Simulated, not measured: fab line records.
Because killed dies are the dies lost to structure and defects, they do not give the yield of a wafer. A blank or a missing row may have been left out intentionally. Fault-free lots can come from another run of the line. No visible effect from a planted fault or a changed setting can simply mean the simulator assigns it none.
Split-lot trial    flow n5_finfet    7 lots, 21 wafers read, on a route of 1938 steps

== SPLIT DETAILS ==
At N5_MOL_CONTACT_COAG_COAT_58 (time 60 s, resist thk 10 nm), the setting spin_rpm was moved away from the recipe's 1500 rpm on 10 of the 21 wafers read, by -4.6% to +10.2%. This setting was run at the recipe's value on the other wafers.

== FROM THE SPLIT TO THE READING: what the file shows between them, 3 steps ==
- N5_MOL_CONTACT_COAG_COAT_02: resist thk 30 nm
- N5_MOL_CONTACT_COAG_EBR_04
- N5_MOL_CONTACT_COAG_DESCUM_13: chemistry O2, time 7 s

== THE READING ==
CAR-EUV_of_MOL_CONTACT_COAG_COAT_02.thk_nm (the simulator's own value, which no gauge read), in nm, at N5_MOL_CONTACT_COAG_ETCH_59 (etches underlayer in N2/H2, target depth 13 nm, time 10.4 s). There is no usual value for it anywhere in the file. Here, 11 wafers ran the recipe; their average is 14.6 nm with a standard deviation of 0.15 nm.

wafer   tool, chamber at the split  spin_rpm as run, rpm  against the recipe  CAR-EUV_of_MOL_CONTACT_COAG_COAT_02.thk_nm, nm  against lot-mates on the recipe
L077.2  litho_track-05, 0           1500                  recipe              14.6                                            -
L077.3  litho_track-05, 0           1545                  +3.0%               14.8                                            +0.2
L077.4  litho_track-05, 0           1500                  recipe              14.6                                            -
L078.2  litho_track-05, 0           1431                  -4.6%               14.4                                            no lot-mate on the recipe
L078.5  litho_track-05, 0           1431                  -4.6%               14.4                                            no lot-mate on the recipe
L078.6  litho_track-05, 0           1431                  -4.6%               14.4                                            no lot-mate on the recipe
L082.1  litho_track-05, 0           1609                  +7.3%               14.8                                            +0.4
L082.2  litho_track-05, 0           1609                  +7.3%               15                                              +0.6
L082.5  litho_track-05, 0           1500                  recipe              14.4                                            -
L088.1  litho_track-01, 0           1500                  recipe              14.8                                            -
L088.3  litho_track-01, 0           1500                  recipe              14.8                                            -
L088.4  litho_track-01, 0           1500                  recipe              14.8                                            -
L089.2  litho_track-04, 0           1653                  +10.2%              15                                              +0.5
L089.3  litho_track-04, 0           1500                  recipe              14.6                                            -
L089.4  litho_track-04, 0           1500                  recipe              14.4                                            -
L094.1  litho_track-05, 0           1433                  -4.5%               14.2                                            -0.4
L094.2  litho_track-05, 0           1500                  recipe              14.6                                            -
L094.3  litho_track-05, 0           1500                  recipe              14.6                                            -
L096.1  litho_track-04, 0           1500                  recipe              14.4                                            -
L096.2  litho_track-04, 0           1454                  -3.1%               14.4                                            +0.0
L096.3  litho_track-04, 0           1454                  -3.1%               14.4                                            +0.0

FIT RESULTS
A straight line over all 21 wafers: CAR-EUV_of_MOL_CONTACT_COAG_COAT_02.thk_nm changes by +0.0463 nm for each +1% of spin_rpm; r = +0.83; the points scatter about the line by 0.13 nm.
The same after taking each lot's own level away (the mean of its wafers on the recipe; 18 wafers): +0.0561 nm for each +1%; r = +0.92; scatter 0.093 nm.
Per that fit: largest spin_rpm move, reading shift of 0.57 nm.
From 14.40 to 14.80 nm: that is the span of the lots' own levels, equal to 2.7 times the standard deviation above.
So the slope is not independent of the lot-to-lot level: the two fits are not the same.
Check: for one of the wafers moved furthest among these (+10.2%), held out of the fit, the line's prediction against its lot-mates is +0.654 nm. It came out at +0.5 nm against them.

== THE WHOLE CHAIN: every reading that the file lists as answering this split, in the file's order ==
step                         what it does                                                 reading                                                                                         change (the file's fit)                 r (the file's)
N5_MOL_CONTACT_COAG_COAT_58  time 60 s, resist thk 10 nm                                  underlayer_of_MOL_CONTACT_COAG_COAT_58.thk_nm (the simulator's own value, which no gauge read)  -0.0466 nm for each +1% of the setting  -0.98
N5_MOL_CONTACT_COAG_ETCH_59  etches underlayer in N2/H2, target depth 13 nm, time 10.4 s  etch.depth_nm (the simulator's own value, which no gauge read)                                  -0.0481 nm for each +1% of the setting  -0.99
N5_MOL_CONTACT_COAG_ETCH_59  etches underlayer in N2/H2, target depth 13 nm, time 10.4 s  CAR-EUV_of_MOL_CONTACT_COAG_COAT_02.thk_nm (the simulator's own value, which no gauge read)     +0.057 nm for each +1% of the setting   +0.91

== FILE'S OWN FIT ==
CAR-EUV_of_MOL_CONTACT_COAG_COAT_02.thk_nm changes by +0.057 nm for each +1% of spin_rpm, r = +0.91.
